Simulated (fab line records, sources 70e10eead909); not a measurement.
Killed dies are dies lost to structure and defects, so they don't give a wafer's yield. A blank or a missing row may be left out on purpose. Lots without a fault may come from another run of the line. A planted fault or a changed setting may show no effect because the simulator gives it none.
fab line records + flow nand-harc
[record]
- lots = 13
- wafers = 38
- last-day = 34
route steps=1302 shown A_SLIT@924 A_WL_FILL@952
lots with no fault: from the same line, run without faults
start-h: hours from the record's first day to the start of the lot's first wafer shown + wait-h: time in hours since the lot's previous step + " identical to the entry in the row above + L1.1+2: several wafers, shown together as one row + - no value, or no start given + * or withheld: withheld + < > ~ a bound
route shown NAME@n: a module of which the file shows steps, and the number in the route of the first + usual: the fault-free wafers' mean and standard deviation + same: alike in all rows + chamber/n: place in a boat + sites: readings site by site + _std_site: the values' standard deviation + _edge_site: outer sites' mean less inner sites' + radius-mm: for every site, how far away it sits from the centre of the wafer + mask NAME#n: copy n + behind: the tool/chamber that last shaped the wafer + hold: why the lot went on hold/how many hours it stayed there/how the hold came to an end + device: transistor that didn't switch, given as n, p or np + end of line: tests of these same wafers at the route's end + a step with no rows: only its recipe + killed: dies that structure and defects cost at the first sort, which is not the same as the wafer's yield + map: per-die view of a wafer (x killed, . not killed, _ where there is no die)
set.NAME: the run value of the setting; set.NAME@STEP: its run value at that earlier step + model.NAME: the simulator's own value behind a step, which no gauge read
a sample of lots followed through the steps of the route, with each step as a table and each wafer as a row
services: the hour from which a tool's chamber was out of use, counted from the record's first day as start-h (under 0 if before that day), plus the number of hours and why
[[steps]]
[step NHARC_A_SLIT_DEP_23]
[recipe]
- target-thk-a = 1000
- target-thk-nm = 100
- temp-c = 400
- pressure-torr = 3.5
- flow-sccm = 200
- rf-w = 350
- material = SiON
[usual]
- heater-power-w = 738/72
| lot.wafer | tool     | chamber | start-h | wait-h | heater-power-w |
|-----------|----------|---------|---------|--------|----------------|
| L624.2    | pecvd-01 | 1       | 443.90  | 2.5    | 678            |
| L624.1    | "        | 2       | "       | "      | 727            |
| L624.4    | "        | 1       | "       | "      | 694            |
| L626.1    | pecvd-03 | 1       | 462.21  | 3.1    | 759            |
| L626.4    | "        | 1       | "       | "      | 804            |
| L627.1    | pecvd-03 | 1       | 471.10  | 3.2    | 678            |
| L627.2    | "        | 2       | "       | "      | 843            |
| L627.4    | "        | 0       | "       | "      | 679            |
| L638.2    | pecvd-01 | 2       | 573.52  | 2.7    | 641            |
| L638.4    | "        | 2       | "       | "      | 651            |
| L638.5    | "        | 1       | "       | "      | 790            |
| L636.1    | pecvd-02 | 0       | 573.57  | 3.3    | 825            |
| L636.3    | "        | 1       | "       | "      | 643            |
| L636.4    | "        | 0       | "       | "      | 876            |
| L639.1    | pecvd-01 | 1       | 574.63  | 3.2    | 693            |
| L639.2    | "        | 2       | "       | "      | 726            |
| L639.4    | "        | 1       | "       | "      | 694            |
| L641.3    | pecvd-02 | 1       | 611.59  | 1.9    | 608            |
| L641.2    | "        | 0       | "       | "      | 780            |
| L641.6    | "        | 0       | "       | "      | 778            |
| L640.3    | pecvd-01 | 0       | 613.23  | 1.9    | 797            |
| L640.1    | "        | 1       | "       | "      | 723            |
| L640.4    | "        | 1       | "       | "      | 722            |
| L642.2    | pecvd-03 | 2       | 625.14  | 2.6    | 825            |
| L642.3    | "        | 0       | "       | "      | 650            |
| L642.5    | "        | 0       | "       | "      | 646            |
| L644.1    | pecvd-01 | 0       | 636.77  | 3.2    | 700            |
| L644.3    | "        | 1       | "       | "      | 829            |
| L644.4    | "        | 1       | "       | "      | 800            |
| L643.2    | pecvd-02 | 2       | 637.83  | 2.5    | 863            |
| L643.3    | "        | 1       | "       | "      | 594            |
| L643.6    | "        | 0       | "       | "      | 908            |
| L645.2    | pecvd-03 | 2       | 657.04  | 2.6    | 803            |
| L645.5    | "        | 1       | "       | "      | 769            |
| L645.4    | "        | 2       | "       | "      | 819            |
| L647.3    | pecvd-01 | 0       | 691.44  | 1.9    | 730            |
| L647.1    | "        | 1       | "       | "      | 689            |
| L647.5    | "        | 2       | "       | "      | 590            |
[step NHARC_A_SLIT_ETCH_26]
[recipe]
- bias-v = 400
- source-w = 2000
- pressure-mtorr = 25
- time-s = 90
- ar-flow-sccm = 375
- c4f8-flow-sccm = 41.7
- o2-flow-sccm = 83.3
- target-depth-a = 4000
- chemistry = C4F8/O2/Ar
[usual]
- drypump-motor-current-A = 5.83/0.15
- showerhead-plenum-p-Torr = 3.75/0.19
- throttle-valve-pct = 27.620/0.0097
[same]
- time-s = 90
| lot.wafer | tool        | chamber | start-h | wait-h | drypump-motor-current-A | rf-hours-counter-h | showerhead-plenum-p-Torr | throttle-valve-pct |
|-----------|-------------|---------|---------|--------|-------------------------|--------------------|--------------------------|--------------------|
| L624.1    | har-etch-02 | 1       | 449.61  | 3.0    | 5.66                    | 34                 | 3.94                     | 27.617             |
| L624.2    | "           | 0       | "       | "      | 5.93                    | 34                 | 3.96                     | 27.610             |
| L624.4    | "           | 0       | "       | "      | 5.94                    | -                  | 3.96                     | 27.618             |
| L626.1    | har-etch-01 | 0       | 467.99  | 2.5    | 6.01                    | 263                | 3.68                     | 27.632             |
| L626.4    | "           | 1       | "       | "      | 5.75                    | -                  | 3.48                     | 27.622             |
| L627.1    | har-etch-02 | 1       | 476.86  | 3.0    | 5.63                    | 49                 | 3.94                     | 27.607             |
| L627.2    | "           | 0       | "       | "      | 5.91                    | 49                 | 3.95                     | 27.623             |
| L627.4    | "           | 0       | "       | "      | 5.94                    | -                  | 3.95                     | 27.639             |
| L638.2    | har-etch-02 | 0       | 579.13  | 3.0    | 5.92                    | 107                | 3.92                     | 27.614             |
| L638.4    | "           | 0       | "       | "      | 5.92                    | -                  | 3.92                     | 27.623             |
| L638.5    | "           | 0       | "       | "      | 5.92                    | -                  | 3.92                     | 27.635             |
| L636.1    | har-etch-01 | 0       | 579.37  | 2.5    | 5.96                    | 328                | 3.64                     | 27.625             |
| L636.3    | "           | 1       | "       | "      | 5.75                    | -                  | 3.45                     | 27.630             |
| L636.4    | "           | 0       | "       | "      | 5.98                    | -                  | 3.64                     | 27.617             |
| L639.2    | har-etch-02 | 0       | 582.96  | 3.0    | 5.91                    | 111                | 3.92                     | 27.614             |
| L639.1    | "           | 1       | "       | "      | 5.64                    | 111                | 3.90                     | 27.615             |
| L639.4    | "           | 1       | "       | "      | 5.67                    | -                  | 3.90                     | 27.622             |
| L641.2    | har-etch-02 | 1       | 617.29  | 3.1    | 5.65                    | 126                | 3.89                     | 27.618             |
| L641.3    | "           | 0       | "       | "      | 5.92                    | -                  | 3.91                     | 27.641             |
| L641.6    | "           | 0       | "       | "      | 5.94                    | -                  | 3.91                     | 27.622             |
| L640.1    | har-etch-01 | 1       | 619.02  | 2.5    | 5.71                    | 347                | 3.44                     | 27.614             |
| L640.4    | "           | 0       | "       | "      | 6.04                    | -                  | 3.63                     | 27.606             |
| L640.3    | "           | 1       | "       | "      | 5.68                    | -                  | 3.44                     | 27.621             |
| L642.2    | har-etch-02 | 0       | 631.10  | 2.4    | 5.93                    | 133                | 3.90                     | 27.634             |
| L642.3    | "           | 1       | "       | "      | 5.64                    | -                  | 3.89                     | 27.618             |
| L642.5    | "           | 1       | "       | "      | 5.64                    | -                  | 3.89                     | 27.626             |
| L644.1    | har-etch-01 | 1       | 642.47  | 2.5    | 5.70                    | 358                | 3.43                     | 27.614             |
| L644.4    | "           | 0       | "       | "      | 5.99                    | -                  | 3.62                     | 27.628             |
| L644.3    | "           | 1       | "       | "      | 5.71                    | -                  | 3.43                     | 27.618             |
| L643.2    | har-etch-02 | 1       | 643.76  | 3.0    | 5.67                    | 141                | 3.88                     | 27.616             |
| L643.3    | "           | 0       | "       | "      | 5.93                    | -                  | 3.90                     | 27.622             |
| L643.6    | "           | 1       | "       | "      | 5.66                    | -                  | 3.88                     | 27.620             |
| L645.2    | har-etch-01 | 1       | 664.62  | 2.5    | 5.75                    | 378                | 3.42                     | 27.622             |
| L645.4    | "           | 1       | "       | "      | 5.77                    | -                  | 3.42                     | 27.612             |
| L645.5    | "           | 0       | "       | "      | 6.00                    | -                  | 3.61                     | 27.626             |
| L647.1    | har-etch-02 | 1       | 702.01  | 2.4    | 5.65                    | 176                | 3.86                     | 27.640             |
| L647.3    | "           | 1       | "       | "      | 5.68                    | -                  | 3.86                     | 27.614             |
| L647.5    | "           | 0       | "       | "      | 5.93                    | -                  | 3.88                     | 27.620             |
[step NHARC_A_WL_FILL_ALD_00]
[recipe]
- target-thk-a = 30
- pulse-time-s = 3
- ald-cycles = 30
- temp-c = 300
- material = Al2O3
[usual]
- ald-cycles = 30/0
- heater-power-w = 457/45
- precursor-pulse-height-rel = 0.999/0.02
| lot.wafer | tool      | chamber | start-h | wait-h | ald-cycles | heater-power-w | precursor-pulse-height-rel |
|-----------|-----------|---------|---------|--------|------------|----------------|----------------------------|
| L624.1    | ald-hk-03 | 0       | 459.09  | 1.4    | 30         | 419            | 0.994                      |
| L624.4    | "         | 1       | "       | "      | 30         | 406            | 1.018                      |
| L624.2    | "         | 2       | "       | "      | 30         | 451            | 1.003                      |
| L626.4    | ald-hk-03 | 1       | 475.19  | 0.1    | 40         | 413            | 1.000                      |
| L626.1    | "         | 2       | "       | "      | 30         | 441            | 0.995                      |
| L627.4    | ald-hk-03 | 2       | 485.23  | 0.3    | 40         | 457            | 0.995                      |
| L627.2    | "         | 3       | "       | "      | 30         | 535            | 0.992                      |
| L627.1    | "         | 0       | "       | "      | 30         | 414            | 0.966                      |
| L638.2    | ald-hk-03 | 0       | 587.27  | 0.1    | 30         | 443            | 0.964                      |
| L638.4    | "         | 1       | "       | "      | 30         | 399            | 0.997                      |
| L638.5    | "         | 1       | "       | "      | 30         | 404            | 0.983                      |
| L636.3    | ald-hk-03 | 0       | 587.43  | 0.2    | 30         | 437            | 1.018                      |
| L636.4    | "         | 1       | "       | "      | 30         | 408            | 1.015                      |
| L636.1    | "         | 3       | "       | "      | 30         | 517            | 1.010                      |
| L639.4    | ald-hk-03 | 0       | 591.04  | 0.1    | 30         | 430            | 0.984                      |
| L639.2    | "         | 1       | "       | "      | 30         | 408            | 0.996                      |
| L639.1    | "         | 2       | "       | "      | 30         | 443            | 0.986                      |
| L641.3    | ald-hk-04 | 1       | 625.43  | 0.1    | 30         | 527            | 0.997                      |
| L641.2    | "         | 0       | "       | "      | 30         | 479            | 1.022                      |
| L641.6    | "         | 2       | "       | "      | 30         | 457            | 0.981                      |
| L640.4    | ald-hk-03 | 1       | 627.10  | 0.1    | 30         | 404            | 0.986                      |
| L640.3    | "         | 2       | "       | "      | 30         | 427            | 0.991                      |
| L640.1    | "         | 0       | "       | "      | 30         | 436            | 1.003                      |
| L642.2    | ald-hk-04 | 1       | 639.25  | 0.1    | 30         | 510            | 1.022                      |
| L642.3    | "         | 3       | "       | "      | 30         | 452            | 1.012                      |
| L642.5    | "         | 1       | "       | "      | 30         | 516            | 0.966                      |
| L644.4    | ald-hk-04 | 2       | 650.59  | 0.1    | 30         | 450            | 0.979                      |
| L644.1    | "         | 0       | "       | "      | 30         | 483            | 1.013                      |
| L644.3    | "         | 1       | "       | "      | 30         | 506            | 1.021                      |
| L643.2    | ald-hk-01 | 2       | 650.63  | 0.1    | 30         | 484            | 1.019                      |
| L643.3    | "         | 1       | "       | "      | 30         | 565            | 1.031                      |
| L643.6    | "         | 2       | "       | "      | 30         | 494            | 0.993                      |
| L645.2    | ald-hk-04 | 0       | 671.44  | 0.1    | 30         | 475            | 1.006                      |
| L645.4    | "         | 2       | "       | "      | 30         | 439            | 0.970                      |
| L645.5    | "         | 3       | "       | "      | 30         | 461            | 1.007                      |
| L647.1    | ald-hk-01 | 3       | 710.17  | 0.1    | 30         | 394            | 1.021                      |
| L647.3    | "         | 1       | "       | "      | 30         | 555            | 0.983                      |
| L647.5    | "         | 0       | "       | "      | 30         | 373            | 0.995                      |
[step NHARC_A_WL_FILL_ALD_10]
[recipe]
- target-thk-a = 500
- pulse-time-s = 10
- ald-cycles = 500
- temp-c = 300
- material = SiO2
[usual]
- ald-cycles = 500/0
- heater-power-w = 458/44
- precursor-pulse-height-rel = 0.999/0.019
| lot.wafer | tool      | chamber | start-h | wait-h | ald-cycles | heater-power-w | precursor-pulse-height-rel |
|-----------|-----------|---------|---------|--------|------------|----------------|----------------------------|
| L624.2    | ald-hk-04 | 2       | 467.60  | 1.1    | 500        | 420            | 0.980                      |
| L624.4    | "         | 3       | 468.62  | 2.1    | 500        | 475            | 1.006                      |
| L624.1    | "         | 0       | 469.65  | 3.1    | 500        | 456            | 0.964                      |
| L626.1    | ald-hk-03 | 0       | 483.12  | 1.1    | 500        | 420            | 1.012                      |
| L626.4    | "         | 1       | "       | "      | 500        | 418            | 1.036                      |
| L627.2    | ald-hk-04 | 2       | 493.74  | 0.1    | 500        | 427            | 0.999                      |
| L627.1    | "         | 3       | "       | "      | 500        | 463            | 1.004                      |
| L627.4    | "         | 1       | 495.29  | 1.6    | 500        | 500            | 1.036                      |
| L636.3    | ald-hk-01 | 0       | 596.32  | 1.1    | 500        | 382            | 1.014                      |
| L636.4    | "         | 1       | 597.36  | 2.1    | 500        | 564            | 0.997                      |
| L636.1    | "         | 2       | 598.41  | 3.2    | 500        | 489            | 0.971                      |
| L638.4    | ald-hk-03 | 0       | 596.35  | 1.1    | 500        | 444            | 1.012                      |
| L638.2    | "         | 3       | 597.90  | 2.7    | 500        | 519            | 1.035                      |
| L638.5    | "         | 1       | 598.94  | 3.7    | 500        | 421            | 0.948                      |
| L639.1    | ald-hk-04 | 2       | 597.92  | 2.7    | 500        | 417            | 0.996                      |
| L639.2    | "         | 3       | "       | "      | 500        | 476            | 1.003                      |
| L639.4    | "         | 1       | 599.49  | 4.3    | 500        | 495            | 1.005                      |
| L641.2    | ald-hk-04 | 0       | 632.19  | 0.1    | 500        | 479            | 1.011                      |
| L641.3    | "         | 3       | 633.74  | 1.6    | 500        | 454            | 0.993                      |
| L641.6    | "         | 1       | 634.78  | 2.6    | 500        | 515            | 0.977                      |
| L640.1    | ald-hk-03 | 0       | 633.24  | 1.1    | 500        | 445            | 1.015                      |
| L640.3    | "         | 2       | 634.27  | 2.1    | 500        | 430            | 0.983                      |
| L640.4    | "         | 3       | "       | "      | 500        | 532            | 0.964                      |
| L642.2    | ald-hk-01 | 1       | 646.43  | 0.6    | 500        | 553            | 1.004                      |
| L642.3    | "         | 3       | 647.47  | 1.6    | 500        | 405            | 1.008                      |
| L642.5    | "         | 0       | "       | "      | 500        | 387            | 0.984                      |
| L644.4    | ald-hk-03 | 2       | 657.66  | 0.0    | 500        | 436            | 0.988                      |
| L644.3    | "         | 0       | 658.69  | 1.1    | 500        | 441            | 1.002                      |
| L644.1    | "         | 1       | "       | "      | 500        | 396            | 0.985                      |
| L643.2    | ald-hk-01 | 2       | 657.67  | 0.1    | 500        | 476            | 1.002                      |
| L643.3    | "         | 0       | 658.69  | 1.1    | 500        | 389            | 1.017                      |
| L643.6    | "         | 3       | 660.23  | 2.6    | 500        | 419            | 1.033                      |
| L645.2    | ald-hk-03 | 0       | 680.06  | 0.6    | 500        | 443            | 1.011                      |
| L645.4    | "         | 1       | "       | "      | 500        | 402            | 1.003                      |
| L645.5    | "         | 3       | 681.61  | 2.1    | 500        | 517            | 1.004                      |
| L647.1    | ald-hk-03 | 2       | 717.24  | 0.1    | 500        | 442            | 0.982                      |
| L647.3    | "         | 0       | 719.33  | 2.1    | 500        | 439            | 1.021                      |
| L647.5    | "         | 3       | 722.47  | 5.3    | 500        | 511            | 1.001                      |
[[services]]
| tool        | chamber | start-h | hours | kind       |
|-------------|---------|---------|-------|------------|
| pecvd-03    | 0       | 430.60  | 7.0   | repair     |
| pecvd-01    | -       | 436.02  | 0.5   | repair     |
| pecvd-01    | -       | 456.57  | 1.1   | repair     |
| ald-hk-01   | -       | 481.25  | 10.0  | pm         |
| pecvd-02    | 0       | 485.00  | 10.6  | repair     |
| pecvd-01    | -       | 492.54  | 13.0  | pm         |
| pecvd-01    | -       | 520.56  | 2.8   | repair     |
| ald-hk-04   | -       | 538.66  | 0.6   | repair     |
| pecvd-03    | -       | 547.39  | 13.0  | pm         |
| pecvd-03    | 1       | 561.33  | 11.7  | repair     |
| ald-hk-03   | -       | 568.44  | 10.0  | pm         |
| ald-hk-03   | 0       | 568.44  | 10.0  | vent-cycle |
| ald-hk-03   | 1       | 568.44  | 10.0  | vent-cycle |
| ald-hk-03   | 2       | 568.44  | 10.0  | vent-cycle |
| ald-hk-03   | 3       | 568.44  | 10.0  | vent-cycle |
| ald-hk-03   | 0       | 578.44  | -     | clean      |
| ald-hk-03   | 1       | 578.44  | -     | clean      |
| ald-hk-03   | 2       | 578.44  | -     | clean      |
| pecvd-02    | -       | 589.45  | 13.0  | pm         |
| pecvd-01    | -       | 595.03  | 0.8   | repair     |
| ald-hk-04   | -       | 612.18  | 10.0  | pm         |
| pecvd-01    | -       | 673.54  | 13.0  | pm         |
| pecvd-01    | -       | 690.25  | 0.7   | repair     |
| har-etch-01 | -       | 715.32  | 0.2   | repair     |
[[key]]
[first-sign]
- step = NHARC_A_WL_FILL_ALD_00
- reading = ald-cycles
- direction = up
- sigmas = 99+
- usual = 30
- struck = 40
effect none on later readings
met-at NHARC_A_WL_FILL_ALD_00
struck-lots L626,L627
struck-wafers L626.4,L627.4
tester-left-out L626,L627
not-acting-at NHARC_A_SLIT_DEP_23,NHARC_A_SLIT_ETCH_26,NHARC_A_WL_FILL_ALD_10
[fault]
- kind = process-parameter-drift
- tool = ald-hk-03
- chamber = -
- onset-h = 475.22
- steps = NHARC_A_WL_FILL_ALD_00
- channel = ald-cycles
- offset = 10
- shape = step
- end-h = 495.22
- scope = struck-wafers-only
- acts-in = these-recipes-only
- stated = 30
// tester-left-out: of these lots the tester's yield and bins aren't shown, on N5 and GAA mostly nor the transistor test; their killed dies are dies lost to structure and defects alone, not to doping, threshold or leakage, so they don't give the yield
